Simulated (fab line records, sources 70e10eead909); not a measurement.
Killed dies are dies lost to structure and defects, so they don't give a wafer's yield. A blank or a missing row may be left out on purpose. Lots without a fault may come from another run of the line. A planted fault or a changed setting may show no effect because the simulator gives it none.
Which tool did it? | flow nand_harc | 12 lots, 36 wafers sampled, at 4 steps of a route of 1302

WHAT THE GAUGES READ, wafer by wafer
The record holds no reading of a measuring or inspecting step that can be judged against a usual standard deviation.

WHICH TOOL RAN EACH LOT (tool, then ch and the chambers of the sampled wafers, then the start)
lot  | NHARC_P_BONDPAD_ETCH_24                       | NHARC_P_BONDPAD_CMP_19        | NHARC_A_ZERO_WELL_SOFTBAKE_05     | NHARC_A_ZERO_WELL_RTA_16
L797 | rie_diel-01 ch 2,3, day 6 22:26 or earlier    | cmp-04 ch 0,1,3, day 6 22:26  | litho_track-03 ch 0, day 6 23:00  | rtp_anneal-01 ch 0, day 7 01:32
L799 | rie_diel-01 ch 0,1,3, day 7 10:31 or earlier  | cmp-04 ch 0,1,3, day 7 10:31  | litho_track-07 ch 0, day 7 11:00  | rtp_anneal-02 ch 0, day 7 13:42
L800 | rie_diel-01 ch 0,1,3, day 8 00:32 or earlier  | cmp-04 ch 0,1,2, day 8 00:32  | litho_track-03 ch 0, day 8 01:00  | rtp_anneal-01 ch 0, day 8 03:40
L806 | rie_diel-01 ch 0,2,3, day 10 13:40 or earlier | cmp-03 ch 1,2,3, day 10 13:40 | litho_track-03 ch 0, day 10 15:00 | rtp_anneal-02 ch 0, day 10 16:41
L807 | rie_diel-01 ch 1,2, day 10 14:08 or earlier   | cmp-03 ch 1,3, day 10 14:08   | litho_track-03 ch 0, day 10 15:00 | rtp_anneal-01 ch 0, day 10 17:22
L808 | rie_diel-01 ch 1,2, day 11 06:05 or earlier   | cmp-03 ch 2,3, day 11 06:05   | litho_track-03 ch 0, day 11 07:00 | rtp_anneal-02 ch 0, day 11 09:14
L809 | rie_diel-03 ch 1,3, day 11 14:53 or earlier   | cmp-03 ch 2,3, day 11 14:53   | litho_track-05 ch 0, day 11 16:00 | rtp_anneal-01 ch 0, day 11 18:01
L812 | rie_diel-01 ch 2,3, day 12 18:31 or earlier   | cmp-01 ch 2,3, day 12 18:31   | litho_track-07 ch 0, day 12 19:00 | rtp_anneal-02 ch 0, day 12 21:31
L815 | rie_diel-03 ch 0,1,3, day 13 21:40 or earlier | cmp-01 ch 0,2,3, day 13 21:40 | litho_track-03 ch 0, day 13 23:00 | rtp_anneal-01 ch 0, day 14 00:50
L816 | rie_diel-01 ch 0,1,2, day 14 13:09 or earlier | cmp-04 ch 0,2,3, day 14 13:09 | litho_track-03 ch 0, day 14 14:00 | rtp_anneal-01 ch 0, day 14 16:22
L819 | rie_diel-02 ch 0,1,3, day 16 02:50 or earlier | cmp-01 ch 0,2,3, day 16 02:50 | litho_track-07 ch 0, day 16 04:00 | rtp_anneal-01 ch 0, day 16 05:50
L820 | rie_diel-01 ch 0,1, day 16 10:07 or earlier   | cmp-04 ch 0,1, day 16 10:07   | litho_track-03 ch 0, day 16 11:00 | rtp_anneal-02 ch 0, day 16 13:14
- NHARC_P_BONDPAD_ETCH_24: etches the open film in CF4/N2, target depth 30 nm, time 72.99 s.
- NHARC_P_BONDPAD_CMP_19: polishes, t overpolish 30 s, cu recess touch 16 s, target thk 160.81 nm.
- NHARC_A_ZERO_WELL_SOFTBAKE_05: time 70 s.
- NHARC_A_ZERO_WELL_RTA_16: time 10 s.

WHAT THE TOOLS THEMSELVES READ (means of the sampled wafers that have a number; where no wafer has one, the mark that the record gives instead)
NHARC_P_BONDPAD_ETCH_24. Usual: drypump_motor_current_A 5.5 A, standard deviation 0.32; oes_product_au 0.998 a.u., standard deviation 0.0076; rf_vpp_V 313.4 V, standard deviation 1.9; showerhead_plenum_p_Torr 2.58 Torr, standard deviation 0.1; throttle_valve_pct 19.794 %, standard deviation 0.0097.
lot  | tool        | drypump_motor_current_A (A) | oes_product_au (a.u.) | rf_vpp_V (V) | showerhead_plenum_p_Torr (Torr) | throttle_valve_pct (%) | flag
L797 | rie_diel-01 | 5.5                         | 1.002                 | 313.2        | 2.55                            | 19.793                 |
L799 | rie_diel-01 | 5.3                         | 0.995                 | 313.2        | 2.55                            | 19.808                 |
L800 | rie_diel-01 | 5.3                         | 0.992                 | 312.8        | 2.55                            | 19.788                 |
L806 | rie_diel-01 | 5.4                         | 0.995                 | 311.7        | 2.53                            | 19.800                 |
L807 | rie_diel-01 | 5.7                         | 0.992                 | 312.8        | 2.54                            | 19.794                 |
L808 | rie_diel-01 | 5.7                         | 0.993                 | 312.8        | 2.54                            | 19.792                 |
L809 | rie_diel-03 | 6.0                         | 1.000                 | 316.4        | 2.78                            | 19.792                 |
L812 | rie_diel-01 | 5.7                         | 0.994                 | 312.1        | 2.53                            | 19.791                 |
L815 | rie_diel-03 | 5.7                         | 1.002                 | 314.2        | 2.66                            | 19.783                 |
L816 | rie_diel-01 | 5.4                         | 0.992                 | 312.1        | 2.54                            | 19.793                 |
L819 | rie_diel-02 | 5.2                         | 0.999                 | 314.7        | 2.61                            | 19.800                 |
L820 | rie_diel-01 | 5.2                         | 0.999                 | 312.6        | 2.53                            | 19.801                 |

NHARC_P_BONDPAD_CMP_19. Usual: motor_current_A 11.9 A, standard deviation 0.71; overpolish_run_s 30.000 s, standard deviation 0.0095; slurry_filter_dp_kPa 13.50 kPa, standard deviation 0.13.
lot  | tool   | motor_current_A (A) | overpolish_run_s (s) | slurry_filter_dp_kPa (kPa) | flag
L797 | cmp-04 | 11.7                | 29.994               | 13.53                      |
L799 | cmp-04 | 11.7                | 30.001               | 13.61                      |
L800 | cmp-04 | 11.8                | 29.999               | 13.59                      |
L806 | cmp-03 | 11.5                | 30.007               | 13.59                      |
L807 | cmp-03 | 12.5                | 30.011               | 13.40                      |
L808 | cmp-03 | 12.4                | 29.997               | 13.58                      |
L809 | cmp-03 | 11.3                | 29.987               | 13.48                      |
L812 | cmp-01 | 12.0                | 30.002               | 13.45                      |
L815 | cmp-01 | 12.3                | 29.994               | 13.41                      |
L816 | cmp-04 | 11.8                | 30.001               | 13.37                      |
L819 | cmp-01 | 12.3                | 30.003               | 13.53                      |
L820 | cmp-04 | 12.2                | 30.011               | 13.55                      |

NHARC_A_ZERO_WELL_SOFTBAKE_05. Usual: exhaust_pa 45.1 Pa, standard deviation 1; heater_power_total_W 201.0 W, standard deviation 1.2.
lot  | tool           | exhaust_pa (Pa) | heater_power_total_W (W) | flag
L797 | litho_track-03 | 44.8            | 201.8                    |
L799 | litho_track-07 | 46.7            | 201.1                    |
L800 | litho_track-03 | 45.1            | 201.1                    |
L806 | litho_track-03 | 43.5            | 320.0                    | OFF
L807 | litho_track-03 | 45.8            | 317.2                    | OFF
L808 | litho_track-03 | 45.6            | 318.3                    | OFF
L809 | litho_track-05 | 44.3            | 202.1                    |
L812 | litho_track-07 | 46.3            | 199.1                    |
L815 | litho_track-03 | 44.3            | 201.4                    |
L816 | litho_track-03 | 45.5            | 200.8                    |
L819 | litho_track-07 | 45.9            | 200.4                    |
L820 | litho_track-03 | 44.5            | 200.4                    |

NHARC_A_ZERO_WELL_RTA_16. Usual: lamp_power_pct 30.9 %, standard deviation 1.7; lamp_zone_1_pct 30.9 %, standard deviation 1.7; lamp_zone_3_pct 30.9 %, standard deviation 1.7; wafer_temp_C_max 1004.9, standard deviation 1.1.
lot  | tool          | lamp_power_pct (%) | lamp_zone_1_pct (%) | lamp_zone_3_pct (%) | wafer_temp_C_max | flag
L797 | rtp_anneal-01 | 29.2               | 29.2                | 29.3                | 1003.9           |
L799 | rtp_anneal-02 | 32.7               | 32.8                | 32.7                | 1004.6           |
L800 | rtp_anneal-01 | 29.2               | 29.2                | 29.3                | 1004.0           |
L806 | rtp_anneal-02 | 32.8               | 32.7                | 32.7                | 1006.0           |
L807 | rtp_anneal-01 | 29.3               | 29.3                | 29.3                | 1004.0           |
L808 | rtp_anneal-02 | 32.8               | 32.8                | 32.7                | 1006.1           |
L809 | rtp_anneal-01 | 29.3               | 29.3                | 29.3                | 1004.0           |
L812 | rtp_anneal-02 | 32.8               | 32.8                | 32.7                | 1005.4           |
L815 | rtp_anneal-01 | 29.3               | 29.3                | 29.3                | 1004.6           |
L816 | rtp_anneal-01 | 29.2               | 29.2                | 29.3                | 1004.7           |
L819 | rtp_anneal-01 | 29.3               | 29.3                | 29.3                | 1005.3           |
L820 | rtp_anneal-02 | 32.8               | 32.8                | 32.8                | 1005.7           |

THE ANSWER, worked out from the rows above alone
Rule: a lot is off if the mean of its wafers that have a number lies more than 3 standard deviations from the usual mean. A lot without any number at a reading at which 4 lots or more have one is off too. The other lots that the step has rows for count as sound. The gauges are gone through in route order, then the tools' own readings, and for those a lot's mean is taken as printed above. The first step at which some lot is off is used, and at that step the reading that is off furthest; a lot without a number counts as furthest.
Off: L806, L807, L808, at NHARC_A_ZERO_WELL_SOFTBAKE_05 (heater_power_total_W).
A tool fits if, at that step or a process step before it, it ran every lot that is off, and no sound lot after the first of them. NHARC_P_BONDPAD_ETCH_24 gives no start for some lots, so the hours and the order of its lots are those of NHARC_P_BONDPAD_CMP_19. None of those tried fits.

WHAT THE SIMULATOR HAD PUT IN
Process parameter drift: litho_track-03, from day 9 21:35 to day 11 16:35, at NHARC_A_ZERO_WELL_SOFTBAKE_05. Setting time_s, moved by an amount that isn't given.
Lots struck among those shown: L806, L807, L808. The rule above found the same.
